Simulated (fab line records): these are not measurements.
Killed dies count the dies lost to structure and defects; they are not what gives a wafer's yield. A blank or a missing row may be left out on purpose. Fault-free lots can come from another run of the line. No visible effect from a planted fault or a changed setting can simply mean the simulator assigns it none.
fab line records | flow n5_finfet
record: lots: 9 | wafers: 27 | last_day: 17
route steps=1938 shown FIN_SAQP@94 BEOL_M4@1111
lots untouched by any fault: they come from a run of this same line in which no faults occurred
start_h: hours from the record's opening day to when the first of the lot's shown wafers began | wait_h: time in hours since the lot's previous step | " repeats the value in the row above | L1.1+2: a row that stands for several wafers | - no value present, or no start provided | * or withheld: withheld | < > ~ a bound
route shown NAME@n: a module of which the file shows steps, and the number in the route of the first | usual: mean/standard deviation taken from wafers without a fault | same: alike in all rows | chamber/n: place in a boat | sites: the reading at each site | _std_site: the standard deviation of these | _edge_site: the outer-site mean with the inner-site mean subtracted | radius_mm: for every site, how far away it sits from the centre of the wafer | mask NAME#n: copy n | behind: the last tool/chamber to shape the wafer | hold: why the lot went on hold/how many hours it stayed there/how the hold came to an end | device: whichever transistor did not switch (one of n, p or np) | end of line: the tests these same wafers got at the end of their route | a step given without rows: its recipe and nothing more | killed: dies lost to structure and defects at the first sort, not the wafer's yield | map: shows each die of a wafer: x if killed, . if not, _ if none is there
set.NAME: setting as actually run; set.NAME@STEP: the setting as run at that earlier step | model.NAME: the simulator's own value behind a step, which no gauge read
a sample of lots followed through the steps of the route, with each step as a table and each wafer as a row
services: when a tool's chamber went out of use (start_h, in hours from the record's first day, below 0 if earlier), for how many hours, and the reason
== steps ==
step: N5_FIN_SAQP_ALD_61
recipe: material: SiO2 | target_thk_a: 40 | temp_c: 300 | ald_precursor_family: BDEAS | ald_co_reactant: O2-plasma | pulse_time_s: 1 | purge_time_s: 2 | co_reactant_purge_time_s: 2 | ald_cycles: 43 | pressure_torr: 2
usual: heater_power_w: 448/41 | precursor_pulse_height_rel: 1.001/0.02 | susceptor_temp_C: 299.97/0.19
lot.wafer | tool       | chamber | start_h | wait_h | heater_power_w | precursor_pulse_height_rel | susceptor_temp_C
L958.2    | ald_sin-02 | 3       | 38.72   | 0.0    | 431            | 0.968                      | 300.05
L958.3    | "          | 1       | "       | "      | 460            | 1.003                      | 300.05
L958.5    | "          | 3       | "       | "      | 431            | 1.007                      | 299.93
L962.3    | ald_sin-01 | 0       | 64.35   | 0.0    | 440            | 1.002                      | 299.78
L962.5    | "          | 3       | "       | "      | 488            | 0.961                      | 299.93
L962.6    | "          | 2       | "       | "      | 467            | 1.035                      | 299.99
L964.2    | ald_sin-01 | 2       | 75.36   | 0.0    | 469            | 0.996                      | 299.46
L964.3    | "          | 3       | "       | "      | 499            | 1.014                      | 300.30
L964.4    | "          | 0       | "       | "      | 448            | 1.008                      | 299.80
L966.1    | ald_sin-04 | 3       | 88.41   | 0.4    | 470            | 1.005                      | 300.01
L966.2    | "          | 1       | "       | "      | 457            | 0.994                      | 299.79
L966.3    | "          | 0       | "       | "      | 417            | 1.004                      | 300.03
L968.1    | ald_sin-04 | 2       | 99.59   | 0.4    | 361            | 0.982                      | 300.19
L968.5    | "          | 3       | "       | "      | 470            | 1.030                      | 299.96
L968.6    | "          | 2       | "       | "      | 362            | 1.033                      | 300.03
L970.2    | ald_sin-02 | 2       | 111.73  | 0.5    | 453            | 1.007                      | 299.91
L970.5    | "          | 3       | "       | "      | 427            | 0.982                      | 300.04
L970.6    | "          | 0       | "       | "      | 511            | 0.978                      | 299.88
L974.2    | ald_sin-02 | 0       | 134.67  | 0.0    | 519            | 0.974                      | 299.63
L974.5    | "          | 1       | "       | "      | 457            | 1.014                      | 299.66
L974.6    | "          | 0       | "       | "      | 518            | 1.025                      | 299.97
L977.1    | ald_sin-01 | 3       | 153.04  | 0.1    | 496            | 0.997                      | 300.15
L977.2    | "          | 1       | "       | "      | 436            | 1.005                      | 299.90
L977.5    | "          | 1       | "       | "      | 436            | 0.978                      | 299.76
L978.1    | ald_sin-04 | 0       | 158.86  | 0.2    | 403            | 0.966                      | 299.76
L978.2    | "          | 2       | "       | "      | 356            | 1.022                      | 299.81
L978.5    | "          | 0       | "       | "      | 405            | 1.003                      | 300.07
step: N5_FIN_SAQP_PECVD_48
recipe: material: SiNx | target_thk_a: 250 | temp_c: 400 | precursor: SiH4/NH3/N2 | pressure_torr: 1.5 | rf_w: 300 | time_s: 22.1
usual: heater_power_w: 779/70 | showerhead_plenum_p_Torr: 5.15/0.057 | susceptor_temp_C: 399.99/0.22 | throttle_valve_pct: 40.0/2.3
lot.wafer | tool     | chamber | start_h | wait_h | heater_power_w | showerhead_plenum_p_Torr | susceptor_temp_C | throttle_valve_pct
L958.2    | pecvd-04 | 0       | 39.33   | 0.0    | 774            | 5.06                     | 400.07           | 39.0
L958.3    | "        | 0       | "       | "      | 802            | 5.06                     | 399.88           | 38.9
L958.5    | "        | 1       | "       | "      | 829            | 5.13                     | 400.17           | 43.7
L962.3    | pecvd-04 | 0       | 65.15   | 0.0    | 695            | 5.08                     | 400.12           | 39.0
L962.5    | "        | 0       | "       | "      | 700            | 5.06                     | 399.85           | 39.0
L962.6    | "        | 2       | "       | "      | 814            | 5.27                     | 399.96           | 34.8
L964.2    | pecvd-02 | 1       | 75.94   | 0.0    | 773            | 5.13                     | 400.21           | 40.6
L964.3    | "        | 0       | "       | "      | 849            | 5.16                     | 399.97           | 42.7
L964.4    | "        | 0       | "       | "      | 843            | 5.16                     | 399.79           | 42.5
L966.1    | pecvd-01 | 2       | 89.00   | 0.0    | 775            | 5.19                     | 400.39           | 40.9
L966.2    | "        | 0       | "       | "      | 618            | 5.08                     | 400.04           | 38.1
L966.3    | "        | 1       | "       | "      | 942            | 5.19                     | 399.98           | 40.2
L968.1    | pecvd-01 | 1       | 100.17  | 0.0    | 843            | 5.19                     | 399.80           | 40.1
L968.5    | "        | 0       | "       | "      | 726            | 5.07                     | 400.01           | 38.2
L968.6    | "        | 1       | "       | "      | 851            | 5.19                     | 399.56           | 40.1
L970.2    | pecvd-04 | 2       | 112.31  | 0.0    | 766            | 5.27                     | 400.36           | 35.2
L970.5    | "        | 2       | "       | "      | 764            | 5.27                     | 400.38           | 35.0
L970.6    | "        | 1       | "       | "      | 731            | 5.10                     | 400.21           | 43.5
L974.2    | pecvd-01 | 0       | 135.38  | 0.0    | 667            | 5.09                     | 399.77           | 38.2
L974.5    | "        | 1       | "       | "      | 906            | 5.20                     | 399.57           | 40.4
L974.6    | "        | 2       | "       | "      | 778            | 5.21                     | 399.94           | 40.7
L977.1    | pecvd-02 | 2       | 153.72  | 0.0    | 751            | 5.18                     | 400.14           | 38.8
L977.2    | "        | 1       | "       | "      | 785            | 5.14                     | 399.96           | 40.4
L977.5    | "        | 2       | "       | "      | 746            | 5.18                     | 400.12           | 38.7
L978.1    | pecvd-01 | 0       | 159.48  | 0.0    | 717            | 5.09                     | 400.17           | 38.2
L978.2    | "        | 1       | "       | "      | 859            | 5.20                     | 399.77           | 40.3
L978.5    | "        | 0       | "       | "      | 720            | 5.08                     | 400.28           | 38.4
step: N5_FIN_SAQP_EXPOSE_13
recipe: mask_id: FIN_CORE | na: 1.35 | source_shape: dipole | sigma_inner: 0.538 | sigma_outer: 0.738 | polarization: te | target_cd_nm: 35.6 | dose_mj: 63.25
usual: exposure_dose_mJ_cm2: 63.35/0.24
lot.wafer | tool            | chamber | start_h | wait_h | mask       | exposure_dose_mJ_cm2
L958.2    | arfi_scanner-01 | 0       | 39.89   | -      | FIN_CORE#0 | 63.32
L958.3    | "               | 0       | "       | "      | FIN_CORE#0 | 63.29
L958.5    | "               | 0       | "       | "      | FIN_CORE#0 | 63.34
L962.3    | arfi_scanner-02 | 0       | 65.65   | -      | FIN_CORE#0 | 63.76
L962.5    | "               | 0       | "       | "      | FIN_CORE#0 | 63.82
L962.6    | "               | 0       | "       | "      | FIN_CORE#0 | 63.85
L964.2    | arfi_scanner-01 | 0       | 76.43   | -      | FIN_CORE#0 | 63.22
L964.3    | "               | 0       | "       | "      | FIN_CORE#0 | 63.29
L964.4    | "               | 0       | "       | "      | FIN_CORE#0 | 63.20
L966.1    | arfi_scanner-01 | 0       | 89.48   | -      | FIN_CORE#0 | 63.23
L966.2    | "               | 0       | "       | "      | FIN_CORE#0 | 63.10
L966.3    | "               | 0       | "       | "      | FIN_CORE#0 | 63.10
L968.1    | arfi_scanner-01 | 0       | 100.66  | -      | FIN_CORE#0 | 66.35
L968.5    | "               | 0       | "       | "      | FIN_CORE#0 | 66.26
L968.6    | "               | 0       | "       | "      | FIN_CORE#0 | 66.28
L970.2    | arfi_scanner-03 | 0       | 112.68  | -      | FIN_CORE#0 | 63.17
L970.5    | "               | 0       | "       | "      | FIN_CORE#0 | 63.24
L970.6    | "               | 0       | "       | "      | FIN_CORE#0 | 63.19
L974.2    | arfi_scanner-01 | 0       | 135.87  | -      | FIN_CORE#0 | 65.61
L974.5    | "               | 0       | "       | "      | FIN_CORE#0 | 65.60
L974.6    | "               | 0       | "       | "      | FIN_CORE#0 | 65.60
L977.1    | arfi_scanner-02 | 0       | 154.21  | -      | FIN_CORE#0 | 63.67
L977.2    | "               | 0       | "       | "      | FIN_CORE#0 | 63.82
L977.5    | "               | 0       | "       | "      | FIN_CORE#0 | 63.74
L978.1    | arfi_scanner-03 | 0       | 159.96  | -      | FIN_CORE#0 | 63.27
L978.2    | "               | 0       | "       | "      | FIN_CORE#0 | 63.25
L978.5    | "               | 0       | "       | "      | FIN_CORE#0 | 63.36
step: N5_FIN_SAQP_CD_MEAS_16
recipe: target_cd_nm: 35.6 | landing_energy_ev: 500 | detector: se_inlens
usual: cd_nm: 35.6/0.37
lot.wafer | tool      | chamber | start_h | wait_h | cd_nm
L958.2    | cd_sem-03 | 0       | 40.02   | -      | 35.5
L958.3    | "         | 0       | "       | "      | 35.9
L958.5    | "         | 0       | "       | "      | 35.7
L962.3    | cd_sem-03 | 0       | 65.77   | -      | 36.1
L962.5    | "         | 0       | "       | "      | 36.0
L962.6    | "         | 0       | "       | "      | 35.9
L964.2    | cd_sem-02 | 0       | 76.55   | -      | 35.3
L964.3    | "         | 0       | "       | "      | 35.9
L964.4    | "         | 0       | "       | "      | 35.6
L966.1    | cd_sem-03 | 0       | 89.61   | -      | 35.5
L966.2    | "         | 0       | "       | "      | 35.2
L966.3    | "         | 0       | "       | "      | 35.2
L968.1    | cd_sem-03 | 0       | 100.78  | -      | 34.2
L968.5    | "         | 0       | "       | "      | 33.4
L968.6    | "         | 0       | "       | "      | 33.9
L970.2    | cd_sem-01 | 0       | 112.80  | -      | 36.1
L970.5    | "         | 0       | "       | "      | 35.8
L970.6    | "         | 0       | "       | "      | 35.5
L974.2    | cd_sem-01 | 0       | 135.99  | -      | 34.2
L974.5    | "         | 0       | "       | "      | 34.6
L974.6    | "         | 0       | "       | "      | 35.0
L977.1    | cd_sem-03 | 0       | 154.34  | -      | 35.2
L977.2    | "         | 0       | "       | "      | 35.2
L977.5    | "         | 0       | "       | "      | 35.3
L978.1    | cd_sem-01 | 0       | 160.09  | -      | 35.8
L978.2    | "         | 0       | "       | "      | 35.8
L978.5    | "         | 0       | "       | "      | 35.7
step: N5_FIN_SAQP_INSPECT_18
recipe: mode: adi | inspect_instrument: brightfield
usual: raw_defect_count: 409/100
lot.wafer | tool              | chamber | start_h | wait_h | raw_defect_count
L958.2    | defect_inspect-02 | -       | 40.08   | 0.0    | 328
L958.3    | "                 | -       | "       | "      | 424
L958.5    | "                 | -       | "       | "      | 407
L962.3    | defect_inspect-01 | -       | 65.83   | 0.0    | 551
L962.5    | "                 | -       | "       | "      | 533
L962.6    | "                 | -       | "       | "      | 497
L964.2    | defect_inspect-01 | -       | 76.62   | 0.0    | 439
L964.3    | "                 | -       | "       | "      | 262
L964.4    | "                 | -       | "       | "      | 363
L966.1    | defect_inspect-02 | -       | 89.67   | 0.0    | 377
L966.2    | "                 | -       | "       | "      | 353
L966.3    | "                 | -       | "       | "      | 359
L968.1    | defect_inspect-01 | -       | 100.85  | 0.0    | 575
L968.5    | "                 | -       | "       | "      | 601
L968.6    | "                 | -       | "       | "      | 565
L970.2    | defect_inspect-02 | -       | 112.86  | 0.0    | 308
L970.5    | "                 | -       | "       | "      | 483
L970.6    | "                 | -       | "       | "      | 310
L974.2    | defect_inspect-02 | -       | 136.05  | 0.0    | 458
L974.5    | "                 | -       | "       | "      | 318
L974.6    | "                 | -       | "       | "      | 419
L977.1    | defect_inspect-01 | -       | 154.40  | 0.0    | 426
L977.2    | "                 | -       | "       | "      | 280
L977.5    | "                 | -       | "       | "      | 340
L978.1    | defect_inspect-02 | -       | 160.16  | 0.0    | 423
L978.2    | "                 | -       | "       | "      | 509
L978.5    | "                 | -       | "       | "      | 250
step: N5_BEOL_M4_RC_MEAS_101
usual: DIBL_N: 35.8/1.8 | DIBL_P: 35.6/2 | IOFF_N: 0.148/0.028 | IOFF_P: 0.20/0.034 | ION_N: 672/12 | ION_P: 462/8.5 | SS_N: 71.2/0.65 | SS_P: 73.1/0.67 | VT_N: 251/3.3 | VT_P: -251/3.8
lot.wafer | tool      | chamber | start_h | wait_h | DIBL_N[mV/V] | DIBL_P[mV/V] | IOFF_N[nA/um] | IOFF_P[nA/um] | ION_N[uA/um] | ION_P[uA/um] | SS_N[mV/dec] | SS_P[mV/dec] | VT_N[mV] | VT_P[mV]
L958.2    | prober-01 | 0       | 192.61  | 0.2    | 36.3         | 34.1         | 0.138         | 0.20          | 662          | 464          | 71.5         | 73.2         | 253      | -248
L958.3    | "         | 0       | "       | "      | 36.9         | 34.5         | 0.141         | 0.21          | 675          | 469          | 70.9         | 73.8         | 253      | -248
L958.5    | "         | 0       | "       | "      | 38.3         | 36.7         | 0.175         | 0.24          | 677          | 468          | 71.1         | 73.7         | 247      | -248
L962.3    | prober-01 | 0       | 202.41  | 0.3    | 38.1         | 36.8         | 0.191         | 0.26          | 692          | 481          | 71.9         | 72.9         | 247      | -244
L962.5    | "         | 0       | "       | "      | 37.8         | 36.6         | 0.178         | 0.26          | 686          | 475          | 71.9         | 73.2         | 247      | -242
L962.6    | "         | 0       | "       | "      | 37.9         | 36.3         | 0.174         | 0.23          | 685          | 468          | 71.4         | 73.2         | 248      | -246
L964.2    | prober-02 | 0       | 218.26  | 0.2    | 34.6         | 34.3         | 0.121         | 0.19          | 663          | 457          | 70.1         | 73.5         | 253      | -249
L964.3    | "         | 0       | "       | "      | 35.9         | 35.7         | 0.136         | 0.21          | 674          | 467          | 71.3         | 72.8         | 252      | -247
L964.4    | "         | 0       | "       | "      | 35.2         | 34.7         | 0.137         | 0.19          | 677          | 468          | 70.8         | 72.4         | 250      | -249
L966.1    | prober-01 | 0       | 231.54  | 0.0    | 35.1         | 34.7         | 0.135         | 0.18          | 666          | 458          | 71.8         | 71.9         | 252      | -251
L966.2    | "         | 0       | "       | "      | 35.3         | 35.3         | 0.146         | 0.18          | 673          | 456          | 71.5         | 72.5         | 249      | -251
L966.3    | "         | 0       | "       | "      | 34.7         | 34.5         | 0.150         | 0.18          | 697          | 468          | 70.6         | 72.7         | 248      | -251
L968.1    | prober-02 | 0       | 247.13  | 0.0    | 39.7         | 38.6         | 0.244         | 0.31          | 677          | 467          | 73.2         | 74.3         | 245      | -242
L968.5    | "         | 0       | "       | "      | 36.7         | 35.2         | 0.162         | 0.25          | 668          | 468          | 72.6         | 73.2         | 252      | -243
L968.6    | "         | 0       | "       | "      | 38.2         | 37.0         | 0.192         | 0.27          | 669          | 459          | 72.4         | 74.0         | 248      | -248
L970.2    | prober-02 | 0       | 262.13  | 0.2    | 32.9         | 33.5         | 0.126         | 0.21          | 676          | 472          | 70.3         | 73.4         | 251      | -248
L970.5    | "         | 0       | "       | "      | 35.7         | 35.7         | 0.171         | 0.24          | 688          | 475          | 71.7         | 74.5         | 247      | -245
L970.6    | "         | 0       | "       | "      | 34.3         | 34.1         | 0.139         | 0.22          | 684          | 471          | 71.1         | 73.3         | 252      | -244
L974.2    | prober-02 | 0       | 273.91  | 0.2    | 36.9         | 35.4         | 0.152         | 0.17          | 679          | 453          | 70.9         | 73.3         | 251      | -255
L974.5    | "         | 0       | "       | "      | 36.9         | 36.1         | 0.153         | 0.18          | 675          | 451          | 71.9         | 72.9         | 252      | -254
L974.6    | "         | 0       | "       | "      | 35.5         | 35.7         | 0.140         | 0.18          | 682          | 465          | 71.0         | 73.2         | 251      | -252
L977.1    | prober-02 | 0       | 306.87  | 0.0    | 35.8         | 35.0         | 0.147         | 0.19          | 677          | 463          | 71.3         | 72.4         | 250      | -248
L977.2    | "         | 0       | "       | "      | 38.4         | 37.4         | 0.197         | 0.24          | 691          | 478          | 71.6         | 72.5         | 246      | -247
L977.5    | "         | 0       | "       | "      | 35.3         | 33.1         | 0.138         | 0.18          | 682          | 464          | 71.0         | 71.9         | 254      | -250
L978.1    | prober-02 | 0       | 310.71  | 0.0    | 34.5         | 34.1         | 0.145         | 0.19          | 673          | 471          | 70.7         | 72.4         | 249      | -249
L978.2    | "         | 0       | "       | "      | 35.1         | 35.6         | 0.163         | 0.21          | 687          | 470          | 70.5         | 72.9         | 246      | -247
L978.5    | "         | 0       | "       | "      | 35.3         | 35.2         | 0.164         | 0.21          | 692          | 469          | 70.9         | 72.9         | 247      | -247
== services ==
tool            | chamber | start_h | hours | kind
ald_sin-01      | 0       | 17.90   | 20.7  | repair
pecvd-04        | 2       | 21.12   | -     | clean
arfi_scanner-03 | -       | 27.11   | 0.8   | pm
ald_sin-04      | -       | 27.73   | 6.0   | pm
pecvd-04        | -       | 28.52   | 6.0   | pm
pecvd-01        | 2       | 33.65   | 2.2   | repair
arfi_scanner-01 | 0       | 36.31   | -     | calibration
arfi_scanner-01 | -       | 42.92   | 3.7   | repair
ald_sin-01      | 1       | 47.00   | 7.8   | repair
arfi_scanner-01 | -       | 54.48   | 1.0   | pm
arfi_scanner-02 | -       | 60.29   | 1.3   | pm
pecvd-01        | 1       | 68.15   | 5.5   | scheduled_down
arfi_scanner-03 | -       | 80.36   | 1.3   | repair
arfi_scanner-02 | -       | 82.75   | 4.9   | pm
arfi_scanner-01 | -       | 92.97   | 1.3   | pm
arfi_scanner-01 | -       | 94.27   | 1.0   | pm
pecvd-01        | -       | 124.78  | 0.8   | repair
arfi_scanner-03 | -       | 127.00  | 1.3   | pm
pecvd-04        | -       | 127.86  | 5.5   | pm
arfi_scanner-03 | -       | 136.73  | 1.0   | pm
ald_sin-02      | 0       | 151.45  | 4.1   | repair
arfi_scanner-02 | -       | 152.62  | 0.8   | pm
arfi_scanner-03 | -       | 153.84  | 0.3   | repair
arfi_scanner-03 | -       | 158.81  | 0.4   | repair
== key ==
first_sign: step: N5_FIN_SAQP_EXPOSE_13 | reading: exposure_dose_mJ_cm2 | direction: up | sigmas: 11 | usual: 63.35 | struck: 65.95
effect: step: N5_FIN_SAQP_CD_MEAS_16 | reading: cd_nm | direction: down | sigmas: 3.8 | usual: 35.6 | struck: 34.2 | through: control_loop
met_at N5_FIN_SAQP_EXPOSE_13
struck_lots L968,L974
loop_trim: step: N5_FIN_SAQP_EXPOSE_13 | setting: dose | lots: L974
not_acting_at N5_FIN_SAQP_ALD_61,N5_FIN_SAQP_PECVD_48,N5_FIN_SAQP_INSPECT_18
onset_between 89.48 100.66
fault: kind: process_parameter_drift | tool: arfi_scanner-01 | chamber: - | onset_h: 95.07 | steps: N5_FIN_SAQP_EXPOSE_13 | channel: dose_mj | offset: 3.0405 | shape: step | acts_in: these_recipes_only | stated: 63.25
loop_trim: a control loop set the setting to another value than it would have without faults
